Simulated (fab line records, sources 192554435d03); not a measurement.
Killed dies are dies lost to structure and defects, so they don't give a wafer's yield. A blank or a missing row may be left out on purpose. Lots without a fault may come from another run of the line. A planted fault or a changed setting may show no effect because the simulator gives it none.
Chamber matching | flow n5_finfet | N5_BEOL_M3_CMP_52 on cmp-03: 4 sister chambers
The step polishes, stops on SiOC, t overpolish 6.8 s, target thk 40 nm. 4 wafers are shown with their chamber, then 8 later ones without.

WAFERS WITH THEIR CHAMBER
wafer  | chamber | motor_current_A (A)
L084.6 | 1       | 6.8
L085.3 | 2       | 6.1
L085.6 | 3       | 6.3
L088.1 | 0       | 5.2

WAFERS WITHOUT THEIR CHAMBER
wafer  | motor_current_A (A)
L088.2 | 6.4
L088.5 | 6.1
L095.1 | 5.5
L095.3 | 6.0
L095.4 | 6.3
L097.1 | 6.5
L097.4 | 6.2
L097.5 | 5.3

WHICH CHAMBER EACH WENT THROUGH
wafer  | from the rows above          | in truth
L088.2 | can't be placed: 3 or 2      | 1
L088.5 | can't be placed: 2 or 3      | 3
L095.1 | 0                            | 0
L095.3 | can't be placed: 2 or 3      | 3
L095.4 | can't be placed: 3 or 2      | 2
L097.1 | can't be placed: 3 or 1 or 2 | 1
L097.4 | can't be placed: 3 or 2      | 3
L097.5 | 0                            | 0
Placed correctly: 2 of 8. Can't be placed from these rows: 6 (the true chamber is among the candidates in 5). Placed wrongly: 0.
How it was worked out, from the rows above alone: a wafer's distance from a chamber is the root of the sum, over the readings, of the square of ((its reading less the chamber's mean) divided by the reading's scatter). The wafer belongs to the nearest chamber; if the next one is less than 2 further off, it can't be placed. A chamber's mean is the mean of its shown wafers. The scatter: with one shown wafer a chamber, the root of the mean of the squares of how far each hidden wafer lies from its nearest shown one.
